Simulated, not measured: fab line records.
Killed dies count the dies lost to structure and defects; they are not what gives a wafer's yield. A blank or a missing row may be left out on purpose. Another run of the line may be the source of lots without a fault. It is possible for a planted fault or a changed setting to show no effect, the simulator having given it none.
Commonality check across tools    flow nand_harc    10 lots, 30 wafers sampled

WHY THIS WAS OPENED
Flagged at NHARC_A_M0_CD_MEAS_09: reading cd_nm, on 2 of 10 lots. Wafers without a fault read 80.1 nm, standard deviation 0.68.
Rule: a lot is flagged when every wafer of it that has a number lies more than 4 standard deviations from that mean, or none has a number. The rest of the lots are taken to be sound.

lot   measured      on         cd_nm (nm), wafer by wafer  flag
L536  day 23 22:48  cd_sem-01  79.9 79.8 80.7              
L540  day 25 20:26  cd_sem-02  79.4 80.3 79.4              
L539  day 25 22:48  cd_sem-02  80.8 80.5 79.1              
L548  day 29 01:43  cd_sem-03  72.9 72.6 72.5              FLAGGED
L549  day 29 05:40  cd_sem-02  73.2 73.7 73.6              FLAGGED
L551  day 30 19:48  cd_sem-01  80.2 79.1 80.2              
L552  day 31 05:18  cd_sem-03  79.6 78.7 78.5              
L553  day 31 12:25  cd_sem-03  80.0 79.7 80.6              
L556  day 31 23:06  cd_sem-02  80.4 81.0 80.1              
L555  day 32 02:44  cd_sem-01  80.4 79.1 79.7              
The numbers of the flagged lots are 73.1 nm on average: -7.0 nm against the usual, or -10 standard deviations.

WHICH TOOL EACH LOT WENT THROUGH
The record holds 2 process steps before the reading, out of a route of 1302 steps. Every cell lists first the tool, next ch and the chambers used by the sampled wafers, and last the start.
lot   flag     NHARC_A_BLC_ETCH_17                            NHARC_A_M0_EXPOSE_06
L536           rie_diel-02 ch 0,2, day 23 22:40 or earlier    arfi_scanner-02 ch 0, day 23 22:40
L540           rie_diel-02 ch 0,2,3, day 25 20:18 or earlier  arfi_scanner-02 ch 0, day 25 20:18
L539           rie_diel-02 ch 0,2,3, day 25 22:40 or earlier  arfi_scanner-02 ch 0, day 25 22:40
L548  FLAGGED  rie_diel-05 ch 1,2,3, day 29 01:34 or earlier  arfi_scanner-02 ch 0, day 29 01:34
L549  FLAGGED  rie_diel-02 ch 0,3, day 29 05:31 or earlier    arfi_scanner-02 ch 0, day 29 05:31
L551           rie_diel-02 ch 0,2,3, day 30 19:40 or earlier  arfi_scanner-01 ch 0, day 30 19:40
L552           rie_diel-02 ch 0,1,3, day 31 05:10 or earlier  arfi_scanner-03 ch 0, day 31 05:10
L553           rie_diel-02 ch 1,2,3, day 31 12:16 or earlier  arfi_scanner-01 ch 0, day 31 12:16
L556           rie_diel-02 ch 2,3, day 31 22:58 or earlier    arfi_scanner-01 ch 0, day 31 22:58
L555           rie_diel-05 ch 2,3, day 32 02:36 or earlier    arfi_scanner-01 ch 0, day 32 02:36
What these steps do:
- NHARC_A_BLC_ETCH_17: etches the open film in N2/H2, target depth 390 nm, time 609.38 s.
- NHARC_A_M0_EXPOSE_06: exposes mask A M0, target cd 80 nm.
- NHARC_A_M0_CD_MEAS_09: target cd 80 nm.

FLAGGED AGAINST TOTAL, ONE TOOL AT A TIME (gauges that did the reading follow at the end)
step                   tool             lots run  flagged  share of the flagged lots  sound lots run after its first flagged lot
NHARC_A_BLC_ETCH_17    rie_diel-02      8         1        some                       4 (L551,L552,L553,L556)
NHARC_A_BLC_ETCH_17    rie_diel-05      2         1        some                       1 (L555)
NHARC_A_M0_EXPOSE_06   arfi_scanner-01  4         0        none                       -
NHARC_A_M0_EXPOSE_06   arfi_scanner-02  5         2        all                        0
NHARC_A_M0_EXPOSE_06   arfi_scanner-03  1         0        none                       -
NHARC_A_M0_CD_MEAS_09  cd_sem-01        3         0        none                       -
NHARC_A_M0_CD_MEAS_09  cd_sem-02        4         1        some                       1 (L556)
NHARC_A_M0_CD_MEAS_09  cd_sem-03        3         1        some                       2 (L552,L553)
With no start given for some of its lots, NHARC_A_BLC_ETCH_17 uses the hours and lot order of NHARC_A_M0_EXPOSE_06.

THE TABLE: WHAT IT ALLOWS
1 row of the table ran every flagged lot: arfi_scanner-02 at NHARC_A_M0_EXPOSE_06.
- arfi_scanner-02 at NHARC_A_M0_EXPOSE_06 ran 5 lots, 2 of them flagged. It ran its last sound lot, L539, at day 25 22:40 and its first flagged lot, L548, at day 29 01:34: a fault with its onset between the two fits. Its own readings lie more than 4 standard deviations out on every wafer of the flagged lots: exposure_dose_mJ_cm2.
Left over: one tool, arfi_scanner-02 at NHARC_A_M0_EXPOSE_06.

WHAT THE SIMULATOR HAD INSERTED
Process parameter drift: arfi_scanner-02, from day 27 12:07 on, at NHARC_A_M0_EXPOSE_06. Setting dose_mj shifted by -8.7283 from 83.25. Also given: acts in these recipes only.
Struck lots among those shown: L548, L549. This agrees with what the rule above found.
